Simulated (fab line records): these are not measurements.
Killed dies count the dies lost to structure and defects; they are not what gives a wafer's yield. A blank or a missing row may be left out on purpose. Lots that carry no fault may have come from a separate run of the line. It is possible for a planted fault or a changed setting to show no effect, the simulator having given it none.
fab line records    flow n5-finfet
[record] lots = 4  wafers = 12  last-day = 15
route steps=1938 shown BEOL_M9@1433 BEOL_M10@1470 PASSIVATION@1936
lots that met no fault: taken from a fault-free run of the same line
start-h: start of the lot's first displayed wafer, in hours after the record's first day    wait-h: how many hours have passed since the lot's step before this one    " as in the row above    L1.1+2: a row that stands for several wafers    - no value, or no start was given    * or withheld: withheld    < > ~ a bound
route shown NAME@n: NAME is a module with steps in the file, n the number in the route of the first one    usual: average and standard deviation across the fault-free wafers    same: alike in all rows    chamber/n: place in a boat    sites: the reading at each site    _std_site: the standard deviation of these    _edge_site: mean of outer sites minus mean of inner sites    radius-mm: how far each site lies from the wafer's centre    mask NAME#n: copy n    behind: the tool/chamber that last shaped the wafer    hold: cause of the lot's hold/its duration in hours/its outcome    device: whichever transistor did not switch (one of n, p or np)    end of line: the route-end tests of the same wafers    a step with no rows: only its recipe    killed: at the first sort, the dies lost to defects and structure; wafer yield is something else    map: the dies of a wafer, with x for killed, . for not killed, _ for no die there
set.NAME: the setting as run; set.NAME@STEP: as run at that earlier step    model.NAME: the simulator's own value behind a step, which no gauge read
lots at some steps of the route; a table a step, a row a wafer
services: when a tool's chamber went out of use (start-h, in hours from the record's first day, below 0 if earlier), for how many hours, and the reason
[[steps]]
[step N5_BEOL_M9_DEVELOP_27]
[recipe] develop-time-s = 30  developer = TMAH  resist = CAR-EUV  rinse-liquid = surfactant-rinse  dry = air-spin  dev-temp-c = 23
[step N5_BEOL_M9_DESCUM_33]
[recipe] chemistry = O2  time-s = 7  source-power-w = 50  bias-power-w = 20  pressure-mtorr = 20  rf-frequency-hz = 2.712e+07  temp-c = 40  resist = CAR-EUV  o2-flow-sccm = 225
[step N5_BEOL_M9_ETCH_76]
[recipe] chemistry = N2/H2  target = underlayer  target-depth-a = 65  mask-material = CAR-EUV  time-s = 5.2  ion-energy-ev = 200  pressure-mtorr = 30  source-w = 840  bias-w = 150  n2-flow-sccm = 200  h2-flow-sccm = 200  ends = cleared
[step N5_BEOL_M9_ETCH_65]
[recipe] chemistry = CF4  target = SiARC  target-depth-a = 156  mask-material = CAR-EUV  time-s = 26  ion-energy-ev = 80  pressure-mtorr = 40  source-w = 545  bias-w = 36  Ar_flow_sccm = 100  cf4-flow-sccm = 100  ends = cleared
[step N5_BEOL_M9_ETCH_66]
[recipe] chemistry = N2/H2  target = SOC  target-depth-a = 800  overetch-a = 160  mask-material = SiARC  temp-c = 40  time-s = 120  ion-energy-ev = 200  pressure-mtorr = 30  source-w = 840  bias-w = 150  n2-flow-sccm = 200  h2-flow-sccm = 200
[step N5_BEOL_M9_STRIP_69]
[recipe] chemistry = N2/H2  temp-c = 40  n2-flow-sccm = 200  h2-flow-sccm = 200  rf-frequency-hz = 6e+07
[step N5_BEOL_M9_STRIP_77]
[recipe] chemistry = N2/H2  temp-c = 40  n2-flow-sccm = 200  h2-flow-sccm = 200  rf-frequency-hz = 6e+07
[step N5_BEOL_M9_VIA_ETCH_34]
[recipe] chemistry = C4F6/O2  target = SiCOH_lowk  target-depth-a = 1824  mask-material = SOC  taper-deg = 4  time-s = 68.4  ion-energy-ev = 250  pressure-mtorr = 30  source-w = 345  bias-w = 185  Ar_flow_sccm = 300  C4F6_flow_sccm = 10  O2_flow_sccm = 10
[step N5_BEOL_M9_STRIP_73]
[recipe] chemistry = C4F6/O2  resist = SiARC  rf-frequency-hz = 6e+07
[step N5_BEOL_M9_STRIP_36]
[recipe] chemistry = N2/H2  power-w = 450  temp-c = 40  pressure-mtorr = 20  rf-frequency-hz = 6e+07  overash-fraction = 0.3  bias-power-w = 7  h2-frac = 0.5  n2-flow-sccm = 200  h2-flow-sccm = 200
[usual] drypump-motor-current-A = 5.5/0.43  oes-product-au = 0.80/0.077  rf-vpp-V = 59.1/1.4  showerhead-plenum-p-Torr = 2.53/0.09  throttle-valve-pct = 23.7/0.39
lot.wafer  tool         chamber  start-h  wait-h  drypump-motor-current-A  oes-product-au  rf-hours-counter-h  rf-vpp-V  showerhead-plenum-p-Torr  throttle-valve-pct
L167.2     rie-diel-01  0        254.27   0.0     5.3                      0.94            20                  59.2      2.69                      23.5
L167.5     "            2        "        "       5.4                      0.87            -                   60.6      2.46                      23.5
L167.6     "            0        "        "       5.4                      0.93            -                   59.2      2.69                      23.5
L166.1     rie-diel-04  1        255.13   0.0     5.6                      0.77            162                 60.1      2.52                      23.6
L166.2     "            3        "        "       6.4                      0.74            168                 58.4      2.55                      24.2
L166.3     "            0        "        "       5.3                      0.87            38                  58.8      2.58                      23.8
L171.1     rie-diel-04  3        282.57   0.0     6.4                      0.73            180                 57.2      2.54                      24.3
L171.2     "            2        "        "       4.7                      0.67            246                 62.2      2.42                      23.9
L171.6     "            0        "        "       5.3                      0.87            -                   57.6      2.58                      23.8
L170.1     rie-diel-04  0        286.23   0.0     5.3                      0.86            52                  61.8      2.58                      23.8
L170.4     "            3        "        "       6.4                      0.75            181                 60.8      2.54                      24.3
L170.5     "            2        "        "       4.8                      0.69            -                   58.4      2.41                      24.0
[step N5_BEOL_M9_TRENCH_ETCH_37]
[recipe] chemistry = C4F6/O2  target-depth-a = 1514.3  target = SiCOH_lowk  time-s = 49  ion-energy-ev = 250  pressure-mtorr = 30  source-w = 345  bias-w = 185  Ar_flow_sccm = 300  C4F6_flow_sccm = 10  O2_flow_sccm = 10
[step N5_BEOL_M9_ETCH_41]
[recipe] chemistry = CH3F/O2  target = SiCN  target-depth-a = 366  taper-deg = 2  time-s = 70.1  ion-energy-ev = 120  mask-material = TiN  pressure-mtorr = 30  source-w = 395  bias-w = 75  Ar_flow_sccm = 150  CH3F_flow_sccm = 30  O2_flow_sccm = 20
[step N5_BEOL_M9_STRIP_80]
[recipe] chemistry = N2/H2  time-s = 10  power-w = 450  temp-c = 40  pressure-mtorr = 20  rf-frequency-hz = 6e+07  bias-power-w = 7  n2-flow-sccm = 200  h2-flow-sccm = 200
[step N5_BEOL_M9_HM_STRIP_39]
[recipe] chemistry = peroxide-tin-strip  material = TiN  target-depth-a = 250  temp-c = 50  time-s = 158
[step N5_BEOL_M9_SRD_40]
[recipe] time-s = 30  temp-c = 23  rinse-liquid = diw  dry = ipa-marangoni
[step N5_BEOL_M9_PRECLEAN_42]
[recipe] chemistry = residue-remover  time-s = 60  temp-c = 40
[step N5_BEOL_M9_SRD_43]
[recipe] time-s = 30  temp-c = 23  rinse-liquid = diw  dry = ipa-marangoni
[step N5_BEOL_M9_CURE_72]
[recipe] temp-c = 370  time-s = 120  ambient = DMADMS/He  material = SiCOH_lowk
[step N5_BEOL_M9_DEGAS_44]
[recipe] ambient = vacuum  temp-c = 250  time-s = 60
[step N5_BEOL_M9_PRE_CLEAN_45]
[recipe] gas = H2/He  time-s = 30  temp-c = 250
[step N5_BEOL_M9_ALD_74]
[recipe] material = TaN  target-thk-a = 20  temp-c = 275  ald-precursor-family = PDMAT  ald-co-reactant = NH3  pressure-torr = 3  carrier-flow-sccm = 1500  pulse-time-s = 2  purge-time-s = 3  co-reactant-purge-time-s = 2  co-reactant-pulse-time-s = 3  ald-cycles = 40  precursor-vessel-temp-c = 75  precursor-vessel-pressure-torr = 26.25  precursor-vessel-carrier-sccm = 1000
[step N5_BEOL_M9_SURFACE_TREAT_79]
[recipe] gas = Ar  time-s = *  ion-energy-ev = *  ion-current-ma-cm2 = 0.5  pressure-mtorr = *  ar-flow-sccm = 30
[step N5_BEOL_M9_CVD_78]
[recipe] material = Co  target-thk-a = 20  temp-c = withheld  precursor = CCTBA/H2  pressure-torr = 30  time-s = 138.9
[step N5_BEOL_M9_SPUTTER_48]
[recipe] material = Cu  target-thk-a = 120  temp-c = -20  bias-v = 60  power-w = 26000  chamber-pressure-pa = 0.13  time-s = 2
[step N5_BEOL_M9_ECD_50]
[recipe] material = Cu  target-thk-a = 3180
[step N5_BEOL_M9_ANNEAL_51]
[recipe] temp-c = 225  time-s = 90  ambient = N2
[step N5_BEOL_M9_CMP_52]
[recipe] stop-on = SiCOH_lowk  t-overpolish-s = 7  down-force-psi = 1  platen-rpm = 50  clearing-platen-down-force-psi = 1.5  clearing-platen-rpm = 50  post-cmp-clean = cu-alkaline  target-thk-nm = 140  clearing-platen-pad-velocity-m-s = 0.99484  pad-velocity-m-s = 0.99484
[step N5_BEOL_M9_PRE_CLEAN_55]
[recipe] gas = NH3  time-s = 15  temp-c = withheld  rf-power-w = 300
[step N5_BEOL_M9_DEP_56]
[recipe] material = SiCN  target-thk-a = 150  temp-c = withheld  precursor = 3MS/NH3  pressure-torr = 3  rf-w = 202  time-s = 26.5
[step N5_BEOL_M10_ILD_DEP_00]
[recipe] material = SiCOH_lowk  target-thk-a = 3085.1  temp-c = 300  precursor = DEMS/porogen  pressure-torr = 5  rf-w = 500  time-s = 58
[step N5_BEOL_M10_CURE_71]
[recipe] temp-c = 385  time-s = 240  ambient = He/Ar  material = SiCOH_lowk
[step N5_BEOL_M10_PECVD_70]
[recipe] material = SiO2  target-thk-a = 200  temp-c = 400  precursor = TEOS/O2  pressure-torr = 5.5  rf-w = 450  teos-flow-sccm = 53.8  gas = O2  flow-sccm = 3000  time-s = 22.7
[step N5_BEOL_M10_HM_DEP_02]
[recipe] material = TiN  target-thk-a = 200  temp-c = 25  chamber-pressure-pa = 0.49996
[step N5_PASSIVATION_PROBE_49]
[usual] defect-limited-yield = 91.3/1.4  killed_at_M0_to_M3 = 36/10  killed_at_M4_up = 13/5.4  killed-at-contacts = 12/5.3  killed-at-front-end = 39/10  killed-at-other = 3.2/2.7  killed-dies = 103/16  killed-open = 68/13  killed-short = 33/6.6  sort_bin_5_function = 5.1/0.92  sort_bin_6_memory = 3.3/0.68  sort_bin_8_speed = 0.1/0.41  sort-n-pass = 1077/17  sort-yield-pct = 91.2/1.4
[same] gross-dies = 1180  killed-at-back-side = 0  sort_bin_4_leakage[%] = 0
lot.wafer  tool       chamber  start-h  wait-h  defect-limited-yield[%]  killed_at_M0_to_M3  killed_at_M4_up  killed-at-contacts  killed-at-front-end  killed-at-other  killed-dies  killed-open  killed-short  sort_bin_5_function[%]  sort_bin_6_memory[%]  sort_bin_8_speed[%]  sort-n-pass  sort-yield-pct[%]
L171.1     prober-02  -        345.42   0.0     83.9                     18                  99               13                  59                   1                190          74           20            10.2                    5.3                   0                    990          83.9
L171.2     prober-02  -        345.47   0.1     84.5                     30                  100              6                   47                   0                183          52           37            10.0                    4.5                   0                    997          84.5
L171.6     prober-02  -        345.67   0.3     89.2                     30                  55               13                  25                   4                127          55           26            7.0                     2.4                   0                    1053         89.2
L170.1     prober-01  -        349.49   0.8     88.6                     15                  52               12                  55                   1                135          66           30            7.0                     3.6                   0                    1045         88.6
L170.4     prober-01  -        349.64   0.9     84.1                     28                  100              10                  49                   1                188          76           23            10.4                    4.5                   0.1                  992          84.1
L170.5     prober-01  -        349.69   1.0     86.7                     8                   109              9                   29                   2                157          39           18            8.9                     3.2                   0.1                  1023         86.7
// killed by level:class
L171.1 BEOL_M9:unspecified=94 STI_FIN_REVEAL:geometric-particle:open=30 MOL_CONTACT_COAG:geometric-particle:open=11 STARTING-WAFER:geometric-particle:open=7 FIN_SAQP:geometric-particle:open=5 BEOL_M2:geometric-particle:open=4 STI_FIN_REVEAL:geometric-particle:short=3 GATE_CUT:geometric-particle:open=3
L171.2 BEOL_M9:unspecified=91 STI_FIN_REVEAL:geometric-particle:open=12 BEOL_M0_SAQP:geometric-particle:short=9 FIN_SAQP:geometric-particle:open=8 FIN_SAQP:geometric-particle:short=6 MOL_CONTACT_COAG:geometric-particle:open=5 BEOL_M0_SAQP:geometric-particle:open=5 BEOL_M1:geometric-particle:short=5
L171.6 BEOL_M9:unspecified=45 MOL_CONTACT_COAG:geometric-particle:open=11 BEOL_M3:geometric-particle:open=7 FIN_SAQP:geometric-particle:open=6 BEOL_M0_SAQP:geometric-particle:short=6 FIN_SAQP:geometric-particle:short=5 BEOL_M5:geometric-particle:open=5 STI_FIN_REVEAL:geometric-particle:open=4
L170.1 BEOL_M9:unspecified=38 FIN_SAQP:geometric-particle:open=17 MOL_CONTACT_COAG:geometric-particle:open=10 FIN_SAQP:geometric-particle:short=9 BEOL_M4:geometric-particle:open=7 DUMMY_GATE:geometric-particle:open=6 ILD0:geometric-particle:short=5 STI_FIN_REVEAL:geometric-particle:open=4
L170.4 BEOL_M9:unspecified=88 FIN_SAQP:geometric-particle:open=13 STI_FIN_REVEAL:geometric-particle:open=13 MOL_CONTACT_COAG:geometric-particle:open=8 BEOL_M0_SAQP:geometric-particle:short=8 ILD0:geometric-particle:open=7 BEOL_M2:geometric-particle:open=7 BEOL_M1:geometric-particle:open=6
L170.5 BEOL_M9:unspecified=99 FIN_SAQP:geometric-particle:open=9 MOL_CONTACT_COAG:geometric-particle:open=8 ILD0:geometric-particle:short=5 STI_FIN_REVEAL:geometric-particle:open=4 FIN_SAQP:geometric-particle:short=3 DUMMY_GATE:geometric-particle:open=3 BEOL_M0_SAQP:geometric-particle:short=3
// map L170.4 (x killed, . not)
_________________.........x..________________
______________..............x.x._____________
___________.xx....x......x...x.x...__________
__________.....x..x.......xxxxxx..x._________
________.................x...x.x..x..._______
_______..x...........x..xxxxxxxxxxxx.x.______
______............x.......x.xxxxxxxx..x._____
_____...................xxxxxxxxxxx.x....____
____..x...x.......x....xx.xxxxxxxx........___
___.........x...........xxxxxxxxxxx.x......__
___..x.............x....xxx.xxxxxxx.xx...x.__
__......x.........x.....xx..xxxx..xx........_
__....x....x..........x..x..x.xxx..........._
_...........x...x....x.x.....x....x.x.......x
_....x...x......x............x.x.............
_..........x............x.........x......x...
_....x..x.....x....x.........................
_.......x........x.......x............x......
_..............................x.....x......x
_............................................
_x.......................x.............x...x.
__...........x...x....x......x........x....._
__.....................x......x....x.x......_
___x.........x...........x.................__
___.......x....................x...........__
____....x...x.......x.....................___
_____..x.......x.........x........x......____
______........................xx........_____
_______...................x.x..........______
________x...............xxx..........._______
__________...x.....x....x..x..x.xx.._________
___________..............x.........__________
______________.................._____________
_________________............________________
// map L171.1 (x killed, . not)
_________________.x.......x..________________
______________.......x.....x...._____________
___________...........x...xx.......__________
__________..x............x..x......._________
________.x......x........xxx.xxxxxx..._______
_______..........x.......xxxxxxxx.x....______
______..........x...x....xxxxxxxxx.x...._____
_____..........xx.....xxx.xxxxxxxxx.x....____
____....x.............xxxxxxxxxxxxxx.....x___
___x.......x.......x...xxxxxxxxxx.xxxx....x__
___............xx........xxxxxxxxxxx.......__
__.............x............xxx.xxx.......x._
__......................x.x.xxxxx...x......._
_...........................xx.x.............
_.....x....x.....xx.......x........x........x
_.......................x.....x.....x...x....
_..x....x.......x..x.........................
_...........x................................
_......x........x...............x..x.........
_...........x...................x............
_......x.x.............x......x............x.
__x....................x...................._
__..x.....x....x.........x..........x......._
___........................xx..............__
___.......x......x.x...............x.x.....__
____......x.x........x...................x___
_____...............x.....x....x........x____
______...........x....x.....x.......x..._____
_______.........................x......______
________..x....x.........x..........x._______
__________...........x..x....x......_________
___________.........x.......x......__________
______________...x.......x..x..._____________
_________________............________________
[[services]]
tool         chamber  start-h  hours  kind
rie-diel-01  3        232.64   22.4   repair
[[key]]
[first-sign] step = N5_PASSIVATION_PROBE_49  reading = killed_at_M4_up  direction = up  sigmas = 14  usual = 13  struck = 86
[effect] step = N5_PASSIVATION_PROBE_49  reading = defect-limited-yield  direction = down  sigmas = 3.7  usual = 91.3  struck = 86.2
[more-kills-born-at] N5_BEOL_M9_STRIP_36@rie-diel-04 = 455
met-at N5_BEOL_M9_STRIP_36
struck-wafers L170.1,L170.4,L170.5,L171.1,L171.2,L171.6
onset-between 255.13 282.57
also-fits time
[fault] kind = chamber-particle-source  tool = rie-diel-04  chamber = -  onset-h = 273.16  steps = N5_BEOL_M9_STRIP_36  rate-per-visit-cm2 = 0.43768  end-h = 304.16
